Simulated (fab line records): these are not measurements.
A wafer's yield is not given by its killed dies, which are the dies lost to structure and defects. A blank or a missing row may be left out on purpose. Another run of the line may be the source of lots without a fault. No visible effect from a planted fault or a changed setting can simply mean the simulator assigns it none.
Chamber matching | flow nandHarc | NHARC_A_WL_FILL_ALD_19 on aldMetal-04 has 4 sister chambers
The step deposits TiN, target thk 2 nm, pulse time 3 s, ald cycles 100. 4 wafers are shown with their chamber, then 12 later ones without.

== WAFERS PAIRED WITH THEIR CHAMBERS ==
wafer  | chamber | heaterPowerW (W)
L083.2 | 3       | 1253
L086.2 | 0       | 1187
L086.5 | 1       | 1186
L086.6 | 2       | 945

== WAFERS MISSING THEIR CHAMBER ==
wafer  | heaterPowerW (W)
L089.1 | 975
L089.4 | 1130
L089.5 | 1266
L093.1 | 906
L093.5 | 916
L093.6 | 1195
L096.2 | 1189
L096.3 | 1282
L096.4 | 1203
L097.2 | 1290
L097.3 | 1240
L097.6 | 1227

== WHICH CHAMBER EACH ONE RAN IN ==
wafer  | from the rows above          | in truth
L089.1 | 2                            | 2
L089.4 | can't be placed: 1 or 0      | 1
L089.5 | 3                            | 3
L093.1 | 2                            | 2
L093.5 | 2                            | 2
L093.6 | can't be placed: 0 or 1 or 3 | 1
L096.2 | can't be placed: 0 or 1      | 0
L096.3 | 3                            | 3
L096.4 | can't be placed: 0 or 1 or 3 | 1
L097.2 | 3                            | 3
L097.3 | can't be placed: 3 or 0 or 1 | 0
L097.6 | can't be placed: 3 or 0 or 1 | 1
Correct placement for 6 of the 12. From these rows, 6 cannot be placed; in 6 the true chamber is one of the candidates. Wrongly placed: 0.
How it was worked out, from the rows above alone: a wafer's distance from a chamber is the root of the sum, over the readings, of the square of ((its reading less the chamber's mean) divided by the reading's scatter). The wafer belongs to the nearest chamber; if the next one is less than 2 further off, it can't be placed. For every chamber, the mean is computed from those of its wafers that are shown. The scatter: with one shown wafer a chamber, the root of the mean of the squares of how far each hidden wafer lies from its nearest shown one.
